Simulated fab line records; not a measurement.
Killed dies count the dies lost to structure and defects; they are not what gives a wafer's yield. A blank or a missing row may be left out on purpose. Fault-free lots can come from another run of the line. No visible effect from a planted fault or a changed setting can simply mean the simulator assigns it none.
Matching of chambers | flow nand_harc | NHARC_P_CONTACT_CMP_01 on cmp-02 has 4 sister chambers
The step polishes SiO2, target thk 200 nm. 22 wafers are shown with their chamber, then 11 later ones without.

## WAFERS PAIRED WITH THEIR CHAMBERS
wafer  | chamber | motor_current_A (A) | slurry_flow_ml_min | edge_zone_pressure_frac
L075.2 | 0       | 13.1                | 150.6              | 1.002
L075.3 | 2       | 12.9                | 150.3              | 1.009
L075.4 | 3       | 10.2                | 150.7              | 1.000
L076.1 | 0       | 13.3                | 150.4              | 1.001
L076.2 | 2       | 12.9                | 149.9              | 0.987
L076.5 | 3       | 10.3                | 150.9              | 1.003
L079.1 | 2       | 12.8                | 149.2              | 1.008
L079.2 | 1       | 12.2                | 150.2              | 1.004
L079.5 | 0       | 13.5                | 149.1              | 1.005
L080.3 | 0       | 13.7                | 150.2              | 1.003
L080.5 | 1       | 12.5                | 149.9              | 1.002
L080.6 | 0       | 14.1                | 150.3              | 0.997
L081.1 | 3       | 11.1                | 149.9              | 0.996
L081.3 | 1       | 11.4                | 149.5              | 1.000
L081.6 | 3       | 10.6                | 150.0              | 0.995
L082.1 | 0       | 13.4                | 149.2              | 0.993
L082.3 | 2       | 12.7                | 150.2              | 1.000
L082.5 | 1       | 12.3                | 150.3              | 1.001
L083.1 | 2       | 12.7                | 150.4              | 1.002
L083.2 | 1       | 11.9                | 148.8              | 0.999
L083.5 | 0       | 12.9                | 149.2              | 0.997
L084.3 | 2       | 13.0                | 150.4              | 1.007

SIGNATURES, as means of the wafers listed above
reading                 | chamber 0 | chamber 1 | chamber 2 | chamber 3 | scatter within a chamber
motor_current_A         | 13.429    | 12.060    | 12.833    | 10.550    | 0.352
slurry_flow_ml_min      | 149.857   | 149.740   | 150.067   | 150.375   | 0.573
edge_zone_pressure_frac | 0.99971   | 1.00120   | 1.00217   | 0.99850   | 0.00527
Rule: distance of a wafer from a chamber = root of the sum over the readings of ((wafer's reading minus chamber's mean) / reading's scatter) squared. The wafer belongs to the nearest chamber; if the next one is less than 2 further off, it can't be placed. How the scatter is found: for the shown wafers, subtract from each reading the mean of its chamber, square and add these, divide the total by (wafers less chambers), then take the root.

## WAFERS WITH NO CHAMBER GIVEN
wafer  | motor_current_A (A) | slurry_flow_ml_min | edge_zone_pressure_frac
L084.5 | 12.3                | 150.0              | 0.998
L084.6 | 13.7                | 150.3              | 1.002
L086.2 | 13.8                | 150.0              | 1.005
L086.3 | 12.5                | 150.3              | 0.997
L086.6 | 13.7                | 150.1              | 1.004
L089.1 | 11.8                | 149.5              | 1.000
L089.3 | 10.6                | 149.8              | 1.004
L089.4 | 12.7                | 150.0              | 1.000
L097.2 | 9.8                 | 150.5              | 1.003
L097.4 | 13.8                | 149.3              | 0.995
L097.5 | 10.8                | 150.1              | 1.009

## EACH ONE'S CHAMBER
wafer  | from the rows above          | in truth
L084.5 | can't be placed: 1 or 2      | 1
L084.6 | can't be placed: 0 or 2      | 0
L086.2 | can't be placed: 0 or 2      | 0
L086.3 | can't be placed: 2 or 1 or 0 | 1
L086.6 | can't be placed: 0 or 2      | 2
L089.1 | 1                            | 1
L089.3 | 3                            | 3
L089.4 | can't be placed: 2 or 1 or 0 | 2
L097.2 | 3                            | 3
L097.4 | can't be placed: 0 or 2      | 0
L097.5 | can't be placed: 3 or 1      | 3
Correct placement for 3 of the 11. Cannot be placed on the basis of these rows: 8; the candidates contain the true chamber in 8. 0 placed wrongly.
